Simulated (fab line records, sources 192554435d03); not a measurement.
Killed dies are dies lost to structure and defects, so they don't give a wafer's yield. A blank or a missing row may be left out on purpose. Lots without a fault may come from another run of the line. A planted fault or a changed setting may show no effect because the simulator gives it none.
A struck lot beside a sound one | flow n5_finfet | 15 steps out of a route of 1938
Sound: wafers L721.1, L721.2, L721.5. Struck: wafers L731.1, L731.6. (L731.3 of the same lot was not struck and is left out.) The cause comes at the end.
At each step with rows: each side's tool, then ch and its chambers, then its first start. Under that, the readings that differ: sound wafers | struck wafers | difference of the means | sigmas: that difference in standard deviations of wafers without a fault.
alike: readings whose means differ by less than 2 such deviations, and words and numbers that are the same on both sides. not compared: withheld readings, readings that some wafer has no value for, bounds like >300 that may hide the same value, and numbers for which the record gives no deviation and whose values overlap.
The two part at a step that has a row with sigmas, a row that says differs or no value, or rows on one side only. Numbers that don't overlap but have no deviation are shown without sigmas and don't part them. A reading that every wafer of one side lacks parts them only if that side has two wafers or more.

first, 4 steps without rows for these wafers: N5_BEOL_M4_SOFTBAKE_23 (time 60 s); N5_BEOL_M4_EXPOSE_25 (exposes mask V3, defocus 5 nm); N5_BEOL_M4_PEB_26 (peb time 60 s); N5_BEOL_M4_DEVELOP_27 (develop time 30 s).
N5_BEOL_M4_CD_MEAS_28: target cd 26.2 nm, target cd y 24.1 nm.
  sound on cd_sem-01 ch 0, day 9 01:12; struck on cd_sem-01 ch 0, day 11 18:19
  alike: cd_nm
N5_BEOL_M4_OVL_MEAS_29:
  sound on overlay-01 ch 0, day 9 01:14; struck on overlay-01 ch 0, day 11 18:20
  alike: V3_OVL
N5_BEOL_M4_INSPECT_30: inspects for defects (brightfield).
  sound on defect_inspect-01, day 9 01:17; struck on defect_inspect-01, day 11 18:24
  alike: raw_defect_count
N5_BEOL_M4_DESCUM_33: chemistry O2, time 7 s.
  sound on rie_diel-01 ch 1,2, day 9 01:19; struck on rie_diel-04 ch 1,2, day 11 18:28
  alike: drypump_motor_current_A, o2_flow_sccm, oes_product_au, rf_vpp_V, showerhead_plenum_p_Torr, throttle_valve_pct
  not compared: rf_hours_counter_h
N5_BEOL_M4_ETCH_77: etches underlayer in N2/H2, target depth 6.5 nm, time 5.2 s.
  sound on rie_diel-01 ch 1,2, day 9 01:22; struck on rie_diel-04 ch 1,2, day 11 18:30
  alike: drypump_motor_current_A, etch_rf_on_time_s, h2_flow_sccm, oes_product_au, rf_fwd_power_W, rf_vpp_V, showerhead_plenum_p_Torr, throttle_valve_pct
  not compared: rf_hours_counter_h
N5_BEOL_M4_ETCH_69: etches SiARC in CF4, target depth 15.6 nm, time 26 s.
  sound on rie_diel-01 ch 1,2, day 9 01:22; struck on rie_diel-04 ch 1,2, day 11 18:31
  alike: drypump_motor_current_A, etch_rf_on_time_s, oes_product_au, rf_fwd_power_W, rf_vpp_V, showerhead_plenum_p_Torr, throttle_valve_pct
  not compared: rf_hours_counter_h
N5_BEOL_M4_ALD_98: deposits SiO2, target thk 2.5 nm, pulse time 1 s, co reactant pulse time 1 s.
  sound on ald_sin-02 ch 1,2,3, day 9 01:49; struck on ald_sin-01 ch 1,3, day 11 18:42
  alike: heater_power_w, precursor_pulse_height_rel
-- the record jumps here: 2 days lie between the struck wafers' starts before and after --
N5_BEOL_M4_ETCHBACK_99: etches SiO2 in CHF3, target depth 5 nm, time 10.4 s.
  sound on rie_diel-05 ch 0,1,3, day 10 10:25; struck on rie_diel-01 ch 1, day 13 20:17
  alike: drypump_motor_current_A, oes_product_au, rf_vpp_V, showerhead_plenum_p_Torr, throttle_valve_pct
  not compared: rf_hours_counter_h
N5_BEOL_M4_ETCH_70: etches SOC in N2/H2, target depth 80 nm, overetch 24 nm, time 130 s.
  sound on rie_diel-05 ch 0,1,3, day 10 10:28; struck on rie_diel-01 ch 1, day 13 20:19
  reading                                    | sound             | struck      | difference | sigmas
  rf_fwd_power_W (W)                         | 837.1 835.1 835.1 | 634.4 634.7 | -201.2     | -72
  rf_vpp_V (V)                               | 522.0 522.6 524.0 | 574.9 576.1 | +52.6      | +25
  showerhead_plenum_p_Torr (Torr)            | 2.49 2.48 2.55    | 2.67 2.67   | +0.16      | +2
  throttle_valve_pct (%)                     | 17.43 17.57 17.57 | 18.13 18.13 | +0.61      | +2
  model.SiARC_of_BEOL_M4_COAT_68.thk_nm (nm) | 6.2 5.8 6         | 6.8 6.8     | +0.8       |
  alike: drypump_motor_current_A, h2_flow_sccm, oes_product_au
  not compared: rf_hours_counter_h
then, 1 step without rows for these wafers: N5_BEOL_M4_STRIP_71 (strips in N2/H2).
N5_BEOL_M4_RC_MEAS_101:
  sound on prober-01 ch 0, day 10 14:47; struck on prober-02 ch 0, day 14 00:38
  alike: DIBL_N, DIBL_P, IOFF_N, IOFF_P, ION_N, ION_P, SS_N, SS_P, VT_N, VT_P

WHERE THEY PART
Only at N5_BEOL_M4_ETCH_70, within this record. Later steps at which nothing parts them and some readings are alike: N5_BEOL_M4_RC_MEAS_101.

WHY: what the simulator had put in
Process parameter drift: rie_diel-01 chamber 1, from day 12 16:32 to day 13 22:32, at N5_BEOL_M4_ETCH_70. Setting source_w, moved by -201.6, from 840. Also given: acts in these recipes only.
